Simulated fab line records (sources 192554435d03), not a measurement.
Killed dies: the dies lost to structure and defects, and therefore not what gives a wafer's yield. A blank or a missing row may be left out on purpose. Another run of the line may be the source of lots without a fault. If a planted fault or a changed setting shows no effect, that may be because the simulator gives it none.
fab line records	flow n5_finfet
record: lots: 11	wafers: 33	last_day: 19
route steps=1938 shown BEOL_M7@1321 BEOL_M8@1332
lots with no fault: from the same line, run without faults
start_h: start of the lot's first displayed wafer, in hours after the record's first day	wait_h: hours since the lot's step before	" repeats the value in the row above	L1.1+2: one row covering several wafers at once	- no value, or no start given	* or withheld: withheld	< > ~ a bound
route shown NAME@n: names a module that has steps shown in the file, with the first one's number in the route	usual: the fault-free wafers' mean and standard deviation	same: alike in all rows	chamber/n: place in a boat	sites: the reading at each site	_std_site: the values' standard deviation	_edge_site: the outer-site mean with the inner-site mean subtracted	radius_mm: for every site, how far away it sits from the centre of the wafer	mask NAME#n: copy n	behind: tool/chamber where the wafer was last shaped	hold: why the lot was held/for how many hours/how that ended	device: which transistor (n, p or np) failed to switch	end of line: the tests these same wafers got at the end of their route	step lacking rows: just its recipe	killed: dies lost to structure and defects at the first sort, not the wafer's yield	map: shows each die of a wafer: x if killed, . if not, _ if none is there
set.NAME: the setting as run; set.NAME@STEP: as run at that earlier step	model.NAME: the simulator's own value behind a step, which no gauge read
the route's steps for a sample of lots (tables are steps, rows are wafers)
services: when a tool's chamber went out of use (start_h, in hours from the record's first day, below 0 if earlier), for how many hours, and the reason
== steps ==
step: N5_BEOL_M7_SURFACE_TREAT_79
recipe: gas: Ar	time_s: *	ion_energy_ev: *	ion_current_ma_cm2: 0.5	pressure_mtorr: *	ar_flow_sccm: 30
usual: throttle_valve_pct: *
lot.wafer	tool	chamber	start_h	wait_h	throttle_valve_pct
L321.1	pvd_sputter-03	-	219.64	1.2	*
L321.4	"	-	"	"	*
L321.6	"	-	"	"	*
L322.1	pvd_sputter-03	-	222.51	0.2	*
L322.2	"	-	"	"	*
L322.6	"	-	"	"	*
L325.2	pvd_sputter-03	-	269.95	0.2	*
L325.3	"	-	"	"	*
L325.6	"	-	"	"	*
L324.4	pvd_sputter-03	-	272.88	0.2	*
L324.5	"	-	"	"	*
L324.6	"	-	"	"	*
L326.1	pvd_sputter-03	-	288.57	0.2	*
L326.4	"	-	"	"	*
L326.6	"	-	"	"	*
L328.1	pvd_sputter-01	-	296.89	0.3	*
L328.2	"	-	"	"	*
L328.6	"	-	"	"	*
L335.2	pvd_sputter-02	-	366.23	0.2	*
L335.3	"	-	"	"	*
L335.6	"	-	"	"	*
L339.1	pvd_sputter-01	-	369.65	0.2	*
L339.2	"	-	"	"	*
L339.4	"	-	"	"	*
L340.2	pvd_sputter-03	-	370.91	0.2	*
L340.4	"	-	"	"	*
L340.6	"	-	"	"	*
L343.2	pvd_sputter-02	-	379.51	0.4	*
L343.5	"	-	"	"	*
L343.6	"	-	"	"	*
L344.1	pvd_sputter-02	-	380.13	0.2	*
L344.5	"	-	"	"	*
L344.6	"	-	"	"	*
step: N5_BEOL_M7_DEP_56
recipe: material: SiCN	target_thk_a: 100	temp_c: withheld	precursor: 3MS/NH3	pressure_torr: 3	rf_w: 202	time_s: 17.5
usual: showerhead_plenum_p_Torr: 3.666/0.016	throttle_valve_pct: 9.1/0.59
lot.wafer	tool	chamber	start_h	wait_h	showerhead_plenum_p_Torr	throttle_valve_pct
L321.1	pecvd-01	2	220.98	0.0	3.663	9.0
L321.4	"	1	"	"	3.659	8.3
L321.6	"	2	"	"	3.656	8.9
L322.1	pecvd-01	1	223.58	0.0	3.663	8.1
L322.2	"	2	"	"	3.667	8.5
L322.6	"	2	"	"	3.658	9.0
L325.2	pecvd-02	2	272.14	0.0	3.682	8.8
L325.3	"	0	"	"	3.641	8.9
L325.6	"	1	"	"	3.692	9.9
L324.4	pecvd-01	0	273.94	0.0	3.650	9.2
L324.5	"	1	"	"	3.656	8.2
L324.6	"	2	"	"	3.666	8.8
L326.1	pecvd-01	2	289.62	0.0	3.665	9.1
L326.4	"	1	"	"	3.675	8.1
L326.6	"	0	"	"	3.650	9.1
L328.1	pecvd-04	0	300.17	0.0	3.653	9.0
L328.2	"	1	"	"	3.681	10.1
L328.6	"	2	"	"	3.682	9.2
L335.2	pecvd-04	2	368.15	0.0	3.688	9.1
L335.3	"	1	"	"	3.681	10.3
L335.6	"	1	"	"	3.684	10.3
L339.1	pecvd-04	2	370.89	0.0	3.681	8.9
L339.2	"	1	"	"	3.677	10.0
L339.4	"	1	"	"	3.686	10.3
L340.2	pecvd-04	2	375.39	0.0	3.694	9.3
L340.4	"	0	"	"	3.644	9.4
L340.6	"	2	"	"	3.692	8.9
L343.2	pecvd-01	2	380.64	0.0	3.664	9.0
L343.5	"	1	"	"	3.664	8.2
L343.6	"	0	"	"	3.656	9.1
L344.1	pecvd-02	1	381.71	0.0	3.681	9.8
L344.5	"	2	"	"	3.677	9.0
L344.6	"	0	"	"	3.639	8.9
step: N5_BEOL_M8_ILD_DEP_00
recipe: material: SiCOH_lowk	target_thk_a: 1797.5	temp_c: 300	precursor: DEMS/porogen	pressure_torr: 5	rf_w: 500	time_s: 33.4
usual: heater_power_outer_w: 143/23	heater_power_w: 317/32	showerhead_plenum_p_Torr: 5.737/0.012	throttle_valve_pct: 13.6/0.65
lot.wafer	tool	chamber	start_h	wait_h	heater_power_outer_w	heater_power_w	showerhead_plenum_p_Torr	throttle_valve_pct
L321.1	pecvd-01	2	221.12	0.0	103	275	5.734	13.7
L321.4	"	0	"	"	112	287	5.733	13.6
L321.6	"	1	"	"	157	340	5.737	12.4
L322.1	pecvd-01	2	223.71	0.0	88	260	5.730	13.7
L322.2	"	0	"	"	103	280	5.724	13.6
L322.6	"	1	"	"	185	392	5.722	12.5
L325.2	pecvd-01	1	272.27	0.0	175	366	5.753	12.4
L325.3	"	0	"	"	121	306	5.740	13.8
L325.6	"	2	"	"	132	314	5.728	13.9
L324.4	pecvd-03	1	274.08	0.1	137	308	5.745	13.9
L324.5	"	0	"	"	140	311	5.705	14.1
L324.6	"	2	"	"	160	308	5.737	12.9
L326.1	pecvd-01	1	289.75	0.0	160	347	5.731	12.5
L326.4	"	2	"	"	131	312	5.742	13.5
L326.6	"	1	"	"	164	358	5.729	12.6
L328.1	pecvd-01	2	300.33	0.1	102	274	5.736	13.7
L328.2	"	1	"	"	176	373	5.725	12.3
L328.6	"	0	"	"	117	307	5.740	13.7
L335.2	pecvd-03	0	368.29	0.0	141	315	5.736	14.4
L335.3	"	2	"	"	156	307	5.753	12.8
L335.6	"	2	"	"	160	307	5.753	13.1
L339.1	pecvd-02	0	371.04	0.0	129	299	5.713	14.0
L339.2	"	1	"	"	157	333	5.764	15.2
L339.4	"	2	"	"	166	351	5.746	13.6
L340.2	pecvd-03	0	375.52	0.0	125	290	5.734	14.3
L340.4	"	2	"	"	170	309	5.748	13.1
L340.6	"	1	"	"	132	289	5.741	13.9
L343.2	pecvd-01	2	380.93	0.0	123	300	5.742	13.6
L343.5	"	0	"	"	147	339	5.744	14.1
L343.6	"	1	"	"	173	368	5.730	12.6
L344.1	pecvd-01	2	381.84	0.0	90	255	5.735	13.5
L344.5	"	2	"	"	94	261	5.730	13.7
L344.6	"	0	"	"	140	324	5.721	13.7
step: N5_BEOL_M8_THK_MEAS_01
recipe: reads: SiCOH_lowk_of_BEOL_M8_ILD_DEP_00
usual: M8_ILD_THK: 155.1/2
lot.wafer	tool	chamber	start_h	wait_h	M8_ILD_THK[nm]
L321.1	film_metro-01	-	221.69	0.4	155.8
L321.4	"	-	"	"	156.3
L321.6	"	-	"	"	155.8
L322.1	film_metro-01	-	224.29	0.4	154.7
L322.2	"	-	"	"	152.3
L322.6	"	-	"	"	154.6
L325.2	film_metro-01	-	272.85	0.4	154.0
L325.3	"	-	"	"	152.8
L325.6	"	-	"	"	156.1
L324.4	film_metro-02	-	274.63	0.2	158.4
L324.5	"	-	"	"	153.0
L324.6	"	-	"	"	155.9
L326.1	film_metro-01	-	290.33	0.4	154.2
L326.4	"	-	"	"	157.2
L326.6	"	-	"	"	156.6
L328.1	film_metro-01	-	300.91	0.4	146.8
L328.2	"	-	"	"	153.6
L328.6	"	-	"	"	157.3
L335.2	film_metro-02	-	368.86	0.4	153.0
L335.3	"	-	"	"	153.6
L335.6	"	-	"	"	157.4
L339.1	film_metro-02	-	371.62	0.4	153.5
L339.2	"	-	"	"	155.3
L339.4	"	-	"	"	158.2
L340.2	film_metro-01	-	376.10	0.4	153.4
L340.4	"	-	"	"	156.3
L340.6	"	-	"	"	158.9
L343.2	film_metro-01	-	381.51	0.4	154.0
L343.5	"	-	"	"	157.3
L343.6	"	-	"	"	155.7
L344.1	film_metro-01	-	382.59	0.4	154.1
L344.5	"	-	"	"	157.9
L344.6	"	-	"	"	156.8
step: N5_BEOL_M8_HM_DEP_02
recipe: material: TiN	target_thk_a: 200	temp_c: 25	chamber_pressure_pa: 0.49996
usual: throttle_valve_pct: 30.2/0.75
lot.wafer	tool	chamber	start_h	wait_h	throttle_valve_pct
L321.1	pvd_sputter-03	-	222.19	0.4	29.7
L321.4	"	-	"	"	29.4
L321.6	"	-	"	"	29.4
L322.1	pvd_sputter-02	-	225.83	1.5	31.1
L322.2	"	-	"	"	30.4
L322.6	"	-	"	"	29.2
L325.2	pvd_sputter-03	-	272.94	0.0	29.5
L325.3	"	-	"	"	29.5
L325.6	"	-	"	"	29.8
L324.4	pvd_sputter-01	-	276.05	1.3	29.2
L324.5	"	-	"	"	29.7
L324.6	"	-	"	"	30.9
L326.1	pvd_sputter-03	-	291.29	0.9	30.3
L326.4	"	-	"	"	29.3
L326.6	"	-	"	"	30.3
L328.1	pvd_sputter-02	-	302.48	1.5	29.1
L328.2	"	-	"	"	30.3
L328.6	"	-	"	"	30.4
L335.2	pvd_sputter-02	-	369.62	0.7	31.1
L335.3	"	-	"	"	30.4
L335.6	"	-	"	"	31.0
L339.1	pvd_sputter-02	-	374.58	2.9	28.8
L339.2	"	-	"	"	31.2
L339.4	"	-	"	"	30.6
L340.2	pvd_sputter-02	-	376.30	0.1	30.6
L340.4	"	-	"	"	31.0
L340.6	"	-	"	"	30.3
L343.2	pvd_sputter-01	-	381.62	0.1	29.2
L343.5	"	-	"	"	29.3
L343.6	"	-	"	"	29.3
L344.1	pvd_sputter-03	-	384.05	1.4	29.5
L344.5	"	-	"	"	29.8
L344.6	"	-	"	"	29.7
== services ==
tool	chamber	start_h	hours	kind
pecvd-03	2	202.38	-	clean
pecvd-03	2	202.38	-	consumable_replace:showerhead
pecvd-03	2	202.38	29.0	scheduled_down
pecvd-03	2	202.38	29.0	vent_cycle
pvd_sputter-03	-	205.12	1.6	repair
pecvd-02	2	212.74	2.1	scheduled_down
pecvd-02	1	227.29	5.5	scheduled_down
pvd_sputter-01	-	237.91	1.1	repair
pecvd-01	1	274.17	12.3	repair
pecvd-01	-	275.27	0.9	repair
pecvd-02	0	279.38	2.1	scheduled_down
pecvd-03	-	286.12	14.6	pm
pecvd-04	2	287.69	4.1	repair
pecvd-04	-	289.55	6.0	pm
pecvd-02	-	298.59	3.4	repair
pecvd-01	1	305.00	2.1	scheduled_down
pecvd-02	-	326.95	0.6	repair
pecvd-04	2	331.11	30.4	repair
pecvd-02	-	335.57	2.8	pm
pecvd-01	0	349.73	2.1	scheduled_down
pecvd-04	0	369.25	2.1	scheduled_down
pecvd-02	1	383.62	-	clean
pecvd-02	1	383.62	-	consumable_replace:showerhead
pecvd-02	1	383.62	29.0	scheduled_down
== key ==
first_sign: step: N5_BEOL_M8_THK_MEAS_01	reading: M8_ILD_THK	direction: down	sigmas: 4.1	usual: 155.1	struck: 146.8
effect none on later readings
met_at N5_BEOL_M8_ILD_DEP_00
struck_lots L328
struck_wafers L328.1
not_acting_at N5_BEOL_M7_SURFACE_TREAT_79,N5_BEOL_M7_DEP_56,N5_BEOL_M8_HM_DEP_02
onset_between 289.75 300.33
fault: kind: process_parameter_drift	tool: pecvd-01	chamber: 2	onset_h: 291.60	steps: N5_BEOL_M8_ILD_DEP_00	channel: time_s	offset: *	shape: step	end_h: 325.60	acts_in: *	stated: *
